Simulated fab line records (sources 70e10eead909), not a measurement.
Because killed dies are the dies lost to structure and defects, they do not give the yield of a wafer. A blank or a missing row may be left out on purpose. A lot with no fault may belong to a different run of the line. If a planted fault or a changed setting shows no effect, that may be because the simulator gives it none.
fab line records -- flow nand_harc
record lots=14, wafers=42, last_day=34
route steps=1302 shown A_ONON_D2@565 A_CHANNEL_HOLE_D2@571
lots with no fault: from the same line, run without faults
start_h: hours from the record's first day to the start of the lot's first wafer shown -- wait_h: how many hours have passed since the lot's step before this one -- " the same as in the row above -- L1.1+2: several wafers, shown together as one row -- - value missing, or start not given -- * or withheld: withheld -- < > ~ a bound
route shown NAME@n: NAME is a module with steps in the file, n the number in the route of the first one -- usual: average and standard deviation across the fault-free wafers -- same: alike in all rows -- chamber/n: place in a boat -- sites: readings site by site -- _std_site: standard deviation of those values -- _edge_site: outer sites' mean less inner sites' -- radius_mm: for every site, how far away it sits from the centre of the wafer -- mask NAME#n: copy n -- behind: tool/chamber where the wafer was last shaped -- hold: what put the lot on hold/how long, in hours/how the hold closed -- device: the n, p or np transistor that did not switch -- end of line: tests of these same wafers at the route's end -- where a step has no rows: the recipe by itself -- killed: count of dies lost to structure and defects at first sort (not the wafer's yield) -- map: a wafer's dies, x killed, . not, _ none there
set.NAME: the setting the step ran with; set.NAME@STEP: the setting that earlier step ran with -- model.NAME: the simulator's own value behind a step, which no gauge read
one table for each step of the route and one row for each wafer, over a sample of lots
services: the hour from which a tool's chamber was out of use, counted from the record's first day as start_h (under 0 if before that day), plus the number of hours and why
## steps
# step NHARC_A_ONON_D2_THK_MEAS_30
# recipe thk_meas_gauge=ellipsometry
# usual thk_nm=1001/10
lot.wafer,tool,chamber,start_h,wait_h,thk_nm
L594.1,film_metro-01,-,296.81,-,1018
L594.2,film_metro-01,-,296.81,-,1018
L594.4,film_metro-01,-,296.81,-,1020
L595.3,film_metro-02,-,307.79,-,984
L595.5,film_metro-02,-,307.79,-,983
L595.6,film_metro-02,-,307.79,-,985
L596.4,film_metro-01,-,307.81,-,1004
L596.5,film_metro-01,-,307.81,-,1004
L596.6,film_metro-01,-,307.81,-,1003
L597.1,film_metro-02,-,320.23,-,1006
L597.2,film_metro-02,-,320.23,-,1007
L597.3,film_metro-02,-,320.23,-,1006
L601.1,film_metro-01,-,368.60,-,994
L601.3,film_metro-01,-,368.60,-,994
L601.5,film_metro-01,-,368.60,-,994
L604.2,film_metro-01,-,381.09,-,1010
L604.5,film_metro-01,-,381.09,-,1010
L604.6,film_metro-01,-,381.09,-,1011
L606.1,film_metro-01,-,407.91,-,996
L606.2,film_metro-01,-,407.91,-,996
L606.5,film_metro-01,-,407.91,-,994
L607.1,film_metro-02,-,407.94,-,993
L607.4,film_metro-02,-,407.94,-,995
L607.6,film_metro-02,-,407.94,-,994
L612.1,film_metro-01,-,463.93,-,995
L612.4,film_metro-01,-,463.93,-,997
L612.5,film_metro-01,-,463.93,-,997
L613.2,film_metro-01,-,487.26,-,993
L613.3,film_metro-01,-,487.26,-,990
L613.4,film_metro-01,-,487.26,-,990
L614.2,film_metro-01,-,495.98,-,995
L614.3,film_metro-01,-,495.98,-,993
L614.5,film_metro-01,-,495.98,-,994
L615.1,film_metro-02,-,508.00,-,998
L615.3,film_metro-02,-,508.00,-,998
L615.6,film_metro-02,-,508.00,-,996
L616.2,film_metro-01,-,508.15,-,995
L616.4,film_metro-01,-,508.15,-,997
L616.5,film_metro-01,-,508.15,-,997
L617.1,film_metro-01,-,516.79,-,994
L617.3,film_metro-01,-,516.79,-,993
L617.4,film_metro-01,-,516.79,-,994
# step NHARC_A_CHANNEL_HOLE_D2_DEP_01
# recipe target_thk_a=1400, target_thk_nm=140, temp_c=400, pressure_torr=3.5, flow_sccm=200, rf_w=350, material=SiON
# usual heater_power_w=753/94, susceptor_temp_C=399.99/0.2
lot.wafer,tool,chamber,start_h,wait_h,heater_power_w,susceptor_temp_C
L594.1,pecvd-02,2,301.92,1.6,767,399.73
L594.2,pecvd-02,0,301.92,1.6,752,399.92
L594.4,pecvd-02,1,301.92,1.6,674,399.86
L595.3,pecvd-03,1,314.90,1.0,911,400.15
L595.6,pecvd-03,0,314.90,1.0,811,400.15
L595.5,pecvd-03,2,314.90,1.0,684,399.98
L596.6,pecvd-04,2,315.17,0.1,832,399.80
L596.4,pecvd-04,0,315.17,0.1,801,400.45
L596.5,pecvd-04,1,315.17,0.1,697,400.09
L597.2,pecvd-02,2,322.76,1.3,775,400.22
L597.3,pecvd-02,0,322.76,1.3,751,399.96
L597.1,pecvd-02,1,322.76,1.3,679,399.83
L601.1,pecvd-04,1,375.39,1.8,778,399.99
L601.3,pecvd-04,0,375.39,1.8,931,399.96
L601.5,pecvd-04,0,375.39,1.8,941,400.20
L604.2,pecvd-03,2,385.93,1.3,660,399.69
L604.6,pecvd-03,1,385.93,1.3,874,399.85
L604.5,pecvd-03,2,385.93,1.3,668,399.85
L606.2,pecvd-04,2,410.84,1.3,870,400.16
L606.1,pecvd-04,1,410.84,1.3,674,399.94
L606.5,pecvd-04,1,410.84,1.3,674,399.98
L607.1,pecvd-04,1,411.59,1.7,756,400.20
L607.6,pecvd-04,2,411.59,1.7,814,399.85
L607.4,pecvd-04,1,411.59,1.7,774,399.82
L612.1,pecvd-02,2,468.36,1.6,712,400.33
L612.4,pecvd-02,1,468.36,1.6,629,400.16
L612.5,pecvd-02,0,468.36,1.6,762,400.23
L613.2,pecvd-02,0,491.78,1.3,648,399.62
L613.4,pecvd-02,0,491.78,1.3,653,400.37
L613.3,pecvd-02,2,491.78,1.3,663,400.18
L614.3,pecvd-02,1,499.06,1.4,666,400.12
L614.2,pecvd-02,2,499.06,1.4,754,400.20
L614.5,pecvd-02,1,499.06,1.4,675,399.81
L615.3,pecvd-03,0,510.58,1.0,896,400.17
L615.1,pecvd-03,2,510.58,1.0,582,400.20
L615.6,pecvd-03,2,510.58,1.0,598,400.15
L616.2,pecvd-02,1,511.60,1.3,652,400.08
L616.5,pecvd-02,0,511.60,1.3,679,400.19
L616.4,pecvd-02,2,511.60,1.3,698,400.13
L617.1,pecvd-03,2,519.65,1.9,605,399.89
L617.3,pecvd-03,1,519.65,1.9,954,399.41
L617.4,pecvd-03,2,519.65,1.9,631,399.96
# step NHARC_A_CHANNEL_HOLE_D2_EXPOSE_07
# recipe na=1.35, target_cd_nm=100, sigma_outer=0.3, dose_mj=59.65, mask_id=HOLE_D2
# usual exposure_dose_mJ_cm2=59.57/0.07, focus_offset_nm=0.0/0.49, sigma_outer=0.3/0
lot.wafer,tool,chamber,start_h,wait_h,mask,exposure_dose_mJ_cm2,focus_offset_nm,sigma_outer
L594.1,arfi_scanner-03,0,302.47,-,HOLE_D2#0,59.66,-0.4,0.3
L594.2,arfi_scanner-03,0,302.47,-,HOLE_D2#0,59.53,0.1,0.3
L594.4,arfi_scanner-03,0,302.47,-,HOLE_D2#0,59.66,0.3,0.3
L595.3,arfi_scanner-01,0,315.46,-,HOLE_D2#0,59.54,0.3,0.3
L595.5,arfi_scanner-01,0,315.46,-,HOLE_D2#0,59.53,0.0,0.3
L595.6,arfi_scanner-01,0,315.46,-,HOLE_D2#0,59.62,-0.5,0.3
L596.4,arfi_scanner-03,0,315.68,-,HOLE_D2#0,59.62,-0.1,0.3
L596.5,arfi_scanner-03,0,315.68,-,HOLE_D2#0,59.48,0.6,0.3
L596.6,arfi_scanner-03,0,315.68,-,HOLE_D2#0,59.57,-0.2,0.3
L597.1,arfi_scanner-03,0,323.21,-,HOLE_D2#0,59.56,0.0,0.3
L597.2,arfi_scanner-03,0,323.21,-,HOLE_D2#0,59.55,0.5,0.3
L597.3,arfi_scanner-03,0,323.21,-,HOLE_D2#0,59.44,-0.3,0.3
L601.1,arfi_scanner-01,0,375.84,-,HOLE_D2#0,59.45,0.1,0.3
L601.3,arfi_scanner-01,0,375.84,-,HOLE_D2#0,59.46,0.1,0.3
L601.5,arfi_scanner-01,0,375.84,-,HOLE_D2#0,59.45,0.1,0.3
L604.2,arfi_scanner-03,0,386.46,-,HOLE_D2#0,59.60,0.0,0.3
L604.5,arfi_scanner-03,0,386.46,-,HOLE_D2#0,59.61,0.2,0.3
L604.6,arfi_scanner-03,0,386.46,-,HOLE_D2#0,59.43,-0.5,0.3
L606.1,arfi_scanner-03,-,411.42,-,HOLE_D2#0,-,-,-
L606.2,arfi_scanner-03,-,411.42,-,HOLE_D2#0,-,-,-
L606.5,arfi_scanner-03,-,411.42,-,HOLE_D2#0,-,-,-
L607.1,arfi_scanner-03,-,411.99,-,HOLE_D2#0,-,-,-
L607.4,arfi_scanner-03,-,411.99,-,HOLE_D2#0,-,-,-
L607.6,arfi_scanner-03,-,411.99,-,HOLE_D2#0,-,-,-
L612.1,arfi_scanner-02,0,468.79,-,HOLE_D2#0,59.59,-0.9,0.3
L612.4,arfi_scanner-02,0,468.79,-,HOLE_D2#0,59.46,-0.3,0.3
L612.5,arfi_scanner-02,0,468.79,-,HOLE_D2#0,59.60,-0.6,0.3
L613.2,arfi_scanner-01,0,492.44,-,HOLE_D2#0,59.59,-0.3,0.3
L613.3,arfi_scanner-01,0,492.44,-,HOLE_D2#0,59.65,-0.3,0.3
L613.4,arfi_scanner-01,0,492.44,-,HOLE_D2#0,59.60,-0.1,0.3
L614.2,arfi_scanner-01,0,499.49,-,HOLE_D2#0,59.51,0.0,0.3
L614.3,arfi_scanner-01,0,499.49,-,HOLE_D2#0,59.53,-0.2,0.3
L614.5,arfi_scanner-01,0,499.49,-,HOLE_D2#0,59.49,0.0,0.3
L615.1,arfi_scanner-03,0,511.19,-,HOLE_D2#0,59.58,0.1,0.3
L615.3,arfi_scanner-03,0,511.19,-,HOLE_D2#0,59.56,0.7,0.3
L615.6,arfi_scanner-03,0,511.19,-,HOLE_D2#0,59.54,-0.5,0.3
L616.2,arfi_scanner-01,0,512.15,-,HOLE_D2#0,59.52,0.5,0.3
L616.4,arfi_scanner-01,0,512.15,-,HOLE_D2#0,59.50,-0.4,0.3
L616.5,arfi_scanner-01,0,512.15,-,HOLE_D2#0,59.50,0.3,0.3
L617.1,arfi_scanner-01,0,520.11,-,HOLE_D2#0,59.61,0.8,0.3
L617.3,arfi_scanner-01,0,520.11,-,HOLE_D2#0,59.54,0.2,0.3
L617.4,arfi_scanner-01,0,520.11,-,HOLE_D2#0,59.48,0.4,0.3
# step NHARC_A_CHANNEL_HOLE_D2_DESCUM_15
# recipe time_s=3, o2_flow_sccm=200, ar_flow_sccm=0, bias_power_w=0, chemistry=O2
# usual drypump_motor_current_A=5.8/0.37, o2_flow_sccm=200.0/0.58, oes_product_au=1.001/0.0099, rf_vpp_V=57.6/0.8, showerhead_plenum_p_Torr=1.84/0.049, throttle_valve_pct=11.312/0.0089
lot.wafer,tool,chamber,start_h,wait_h,drypump_motor_current_A,o2_flow_sccm,oes_product_au,rf_hours_counter_h,rf_vpp_V,showerhead_plenum_p_Torr,throttle_valve_pct
L594.1,rie_diel-06,2,302.81,0.1,6.3,199.4,1.011,10,55.8,1.80,11.304
L594.2,rie_diel-06,3,302.81,0.1,6.0,200.7,0.986,9,56.2,1.80,11.301
L594.4,rie_diel-06,0,302.81,0.1,5.9,200.1,0.991,-,57.8,1.86,11.313
L595.3,rie_diel-01,2,315.79,0.1,6.2,200.6,0.999,5,57.2,1.78,11.310
L595.5,rie_diel-01,0,315.79,0.1,6.1,199.1,1.004,-,58.1,1.95,11.313
L595.6,rie_diel-01,1,315.79,0.1,5.2,200.4,0.999,-,58.7,1.93,11.300
L596.4,rie_diel-13,0,315.99,0.1,5.4,200.0,1.000,7,57.2,1.81,11.317
L596.5,rie_diel-13,0,315.99,0.1,5.4,200.2,1.007,-,58.5,1.81,11.311
L596.6,rie_diel-13,1,315.99,0.1,5.1,198.9,1.003,-,56.8,1.83,11.316
L597.3,rie_diel-01,1,323.54,0.1,5.2,199.7,0.992,6,56.9,1.93,11.307
L597.2,rie_diel-01,2,323.54,0.1,6.1,200.2,0.998,5,56.6,1.78,11.306
L597.1,rie_diel-01,0,323.54,0.1,6.0,200.9,1.019,6,58.1,1.95,11.321
L601.3,rie_diel-13,0,376.19,0.1,5.4,199.0,1.000,2,57.0,1.81,11.311
L601.1,rie_diel-13,1,376.19,0.1,5.0,200.3,1.008,2,57.3,1.83,11.308
L601.5,rie_diel-13,2,376.19,0.1,5.7,199.2,1.011,-,56.8,1.83,11.307
L604.2,rie_diel-13,3,386.81,0.1,5.8,198.7,0.998,3,57.6,1.83,11.332
L604.6,rie_diel-13,0,386.81,0.1,5.4,199.8,0.996,-,58.1,1.81,11.303
L604.5,rie_diel-13,1,386.81,0.1,5.0,199.5,1.010,-,57.7,1.83,11.292
L606.2,rie_diel-13,2,411.75,0.1,5.7,199.7,1.033,3,56.5,1.82,11.309
L606.1,rie_diel-13,3,411.75,0.1,5.9,199.3,1.007,4,57.0,1.83,11.310
L606.5,rie_diel-13,2,411.75,0.1,5.7,200.1,1.030,-,57.4,1.82,11.319
L607.1,rie_diel-06,3,412.32,0.1,6.0,199.3,1.001,8,58.7,1.80,11.331
L607.4,rie_diel-06,0,412.32,0.1,5.9,199.6,0.989,6,58.0,1.86,11.296
L607.6,rie_diel-06,2,412.32,0.1,6.3,200.0,1.001,-,56.0,1.80,11.305
L612.1,rie_diel-06,0,469.13,0.1,6.0,200.5,0.987,10,57.2,1.85,11.313
L612.4,rie_diel-06,2,469.13,0.1,6.3,199.2,1.011,13,58.0,1.80,11.322
L612.5,rie_diel-06,0,469.13,0.1,6.0,200.5,0.986,-,57.9,1.85,11.321
L613.2,rie_diel-13,2,492.77,0.1,5.6,199.9,1.009,9,57.2,1.82,11.304
L613.4,rie_diel-13,3,492.77,0.1,5.9,200.1,0.986,9,57.6,1.83,11.324
L613.3,rie_diel-13,1,492.77,0.1,5.1,199.9,1.007,9,56.8,1.83,11.328
L614.3,rie_diel-06,2,499.82,0.1,6.3,199.8,1.007,0,56.9,1.80,11.311
L614.2,rie_diel-06,3,499.82,0.1,6.0,199.7,1.003,0,58.1,1.79,11.322
L614.5,rie_diel-06,1,499.82,0.1,5.5,199.7,1.010,-,57.7,1.87,11.305
L615.1,rie_diel-06,0,511.52,0.1,5.9,199.3,0.986,1,59.1,1.85,11.329
L615.3,rie_diel-06,2,511.52,0.1,6.3,199.3,0.983,1,55.9,1.80,11.303
L615.6,rie_diel-06,0,511.52,0.1,5.9,200.2,0.979,-,57.2,1.85,11.315
L616.4,rie_diel-13,0,512.47,0.1,5.4,200.2,0.996,9,57.7,1.81,11.315
L616.2,rie_diel-13,1,512.47,0.1,5.1,199.1,1.013,11,58.0,1.83,11.302
L616.5,rie_diel-13,1,512.47,0.1,5.1,200.3,1.011,-,57.9,1.83,11.338
L617.4,rie_diel-01,1,520.43,0.1,5.2,200.9,0.990,6,56.5,1.92,11.317
L617.3,rie_diel-01,3,520.43,0.1,5.9,199.5,1.001,5,58.2,1.91,11.306
L617.1,rie_diel-01,0,520.43,0.1,6.1,200.1,0.996,5,57.9,1.94,11.315
## services
tool,chamber,start_h,hours,kind
rie_diel-06,0,279.83,6.5,repair
rie_diel-06,1,292.75,25.7,repair
rie_diel-06,-,307.20,9.0,pm
rie_diel-13,-,342.00,9.0,pm
arfi_scanner-01,-,356.05,0.6,repair
rie_diel-06,-,357.03,0.3,repair
pecvd-03,-,366.18,13.0,pm
arfi_scanner-03,-,367.60,8.9,repair
rie_diel-01,-,380.81,9.0,pm
rie_diel-01,1,390.53,7.7,repair
arfi_scanner-01,-,406.53,10.5,repair
pecvd-02,-,408.23,13.0,pm
rie_diel-13,0,409.49,20.5,repair
arfi_scanner-03,-,422.92,0.9,repair
arfi_scanner-01,-,424.00,4.0,pm
rie_diel-06,1,445.90,3.5,repair
rie_diel-06,-,448.34,0.1,repair
pecvd-04,-,450.38,13.0,pm
rie_diel-01,3,467.43,14.2,repair
pecvd-02,1,471.41,25.9,repair
rie_diel-06,-,484.20,9.0,pm
rie_diel-13,2,489.47,2.0,repair
pecvd-02,2,513.72,5.7,repair
rie_diel-13,-,519.00,9.0,pm
## key
first_sign step=NHARC_A_CHANNEL_HOLE_D2_EXPOSE_07, reading=tool_record, direction=missing
effect none on later readings
met_at NHARC_A_CHANNEL_HOLE_D2_EXPOSE_07
struck_lots L606,L607
later_rows_left_out L606.1,L606.2,L606.5,L607.1,L607.4,L607.6
sort_left_out L606.1,L606.2,L606.5,L607.1,L607.4,L607.6
tester_left_out L606,L607
not_acting_at NHARC_A_ONON_D2_THK_MEAS_30,NHARC_A_CHANNEL_HOLE_D2_DEP_01,NHARC_A_CHANNEL_HOLE_D2_DESCUM_15
onset_between 386.46 411.42
fault kind=skipped_step_whole, tool=arfi_scanner-03, chamber=-, onset_h=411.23, steps=NHARC_A_CHANNEL_HOLE_D2_EXPOSE_07, scope=struck_lots_only
# tester_left_out: of these lots the tester's yield and bins aren't shown, on N5 and GAA mostly nor the transistor test; their killed dies are dies lost to structure and defects alone, not to doping, threshold or leakage, so they don't give the yield
# sort_left_out: the simulated sort isn't trusted on such a fault, so these wafers' sort isn't shown, and their yield isn't known
# later_rows_left_out: the simulator's readings of these wafers behind a module that went badly wrong aren't trusted and aren't shown, but for the sort
